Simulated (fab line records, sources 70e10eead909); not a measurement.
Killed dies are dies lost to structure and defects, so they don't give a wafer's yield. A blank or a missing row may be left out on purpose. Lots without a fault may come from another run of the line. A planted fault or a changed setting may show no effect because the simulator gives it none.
Chamber matching | flow nand_harc | NHARC_THIN_TSV_CMP_01 on cmp-04: 4 sister chambers
The step polishes. 8 wafers are shown with their chamber, then 8 later ones without.

WAFERS WITH THEIR CHAMBER
wafer  | chamber | motor_current_A (A)
L283.2 | 2       | 9.8
L283.4 | 1       | 10.7
L285.2 | 2       | 10.7
L287.1 | 3       | 10.8
L287.5 | 3       | 11.0
L291.2 | 1       | 10.8
L291.5 | 0       | 12.2
L295.1 | 0       | 12.3

WAFERS WITHOUT THEIR CHAMBER
wafer  | motor_current_A (A)
L295.3 | 11.6
L295.6 | 12.4
L298.1 | 11.3
L298.2 | 10.5
L298.5 | 9.9
L300.1 | 11.2
L300.2 | 10.1
L300.6 | 11.9

WHICH CHAMBER EACH WENT THROUGH
wafer  | from the rows above               | in truth
L295.3 | can't be placed: 0 or 3 or 1      | 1
L295.6 | 0                                 | 0
L298.1 | can't be placed: 3 or 1 or 0 or 2 | 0
L298.2 | can't be placed: 1 or 2 or 3      | 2
L298.5 | can't be placed: 2 or 1 or 3      | 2
L300.1 | can't be placed: 3 or 1 or 2      | 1
L300.2 | can't be placed: 2 or 1 or 3      | 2
L300.6 | can't be placed: 0 or 3           | 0
Placed correctly: 1 of 8. Can't be placed from these rows: 7 (the true chamber is among the candidates in 7). Placed wrongly: 0.
How it was worked out, from the rows above alone: a wafer's distance from a chamber is the root of the sum, over the readings, of the square of ((its reading less the chamber's mean) divided by the reading's scatter). The wafer belongs to the nearest chamber; if the next one is less than 2 further off, it can't be placed. A chamber's mean is the mean of its shown wafers. The scatter: the root of (the sum of the squares of (reading less its chamber's mean) over the shown wafers, divided by (wafers less chambers)).
